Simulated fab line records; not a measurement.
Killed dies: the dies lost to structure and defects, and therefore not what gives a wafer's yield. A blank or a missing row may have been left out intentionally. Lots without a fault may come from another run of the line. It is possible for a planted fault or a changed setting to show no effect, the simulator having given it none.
Chamber matching    flow n5-finfet    4 sister chambers for N5_BEOL_M10_ETCH_62 on rie-diel-04
The step etches SOC in N2/H2, target depth 110 nm, overetch 22 nm, time 165 s. 14 wafers are shown with their chamber, then 7 later ones without.

WAFERS, EACH WITH ITS CHAMBER
wafer   chamber  drypump-motor-current-A (A)  showerhead-plenum-p-Torr (Torr)  throttle-valve-pct (%)
L076.2  2        6.4                          2.43                             17.86
L076.5  1        5.4                          2.57                             17.87
L076.6  2        6.4                          2.43                             17.85
L075.3  3        5.7                          2.51                             18.12
L075.5  3        5.7                          2.51                             18.11
L075.6  1        5.4                          2.57                             17.89
L083.4  3        5.7                          2.51                             18.16
L083.5  0        6.1                          2.43                             17.71
L083.6  3        5.7                          2.50                             18.15
L090.1  2        6.4                          2.42                             17.91
L090.4  3        5.7                          2.50                             18.17
L090.6  1        5.4                          2.56                             17.94
L089.1  0        6.1                          2.43                             17.73
L089.4  3        5.6                          2.50                             18.18

SIGNATURES (averages over the wafers above)
reading                   chamber 0  chamber 1  chamber 2  chamber 3  scatter within a chamber
drypump-motor-current-A   6.100      5.400      6.400      5.683      0.0289
showerhead-plenum-p-Torr  2.4300     2.5667     2.4267     2.5050     0.00532
throttle-valve-pct        17.7200    17.9000    17.8733    18.1483    0.0296
Rule: distance of a wafer from a chamber = root of the sum over the readings of ((wafer's reading minus chamber's mean) / reading's scatter) squared. The wafer belongs to the nearest chamber; if the next one is less than 2 further off, it can't be placed. The scatter: the root of (the sum of the squares of (reading less its chamber's mean) over the shown wafers, divided by (wafers less chambers)).

WAFERS WITHOUT THEIR CHAMBER
wafer   drypump-motor-current-A (A)  showerhead-plenum-p-Torr (Torr)  throttle-valve-pct (%)
L089.6  5.7                          2.50                             18.17
L094.2  5.7                          2.50                             18.18
L094.3  6.1                          2.42                             17.75
L094.5  5.4                          2.56                             17.93
L097.2  6.4                          2.41                             17.93
L097.3  5.7                          2.49                             17.78
L097.6  6.4                          2.41                             17.95

CHAMBER TAKEN BY EACH
wafer   from the rows above  in truth
L089.6  3                    3
L094.2  3                    3
L094.3  0                    0
L094.5  1                    1
L097.2  2                    2
L097.3  3                    3
L097.6  2                    2
7 of 7 placed correctly. Not placeable from these rows: 0. Wrongly placed: 0.
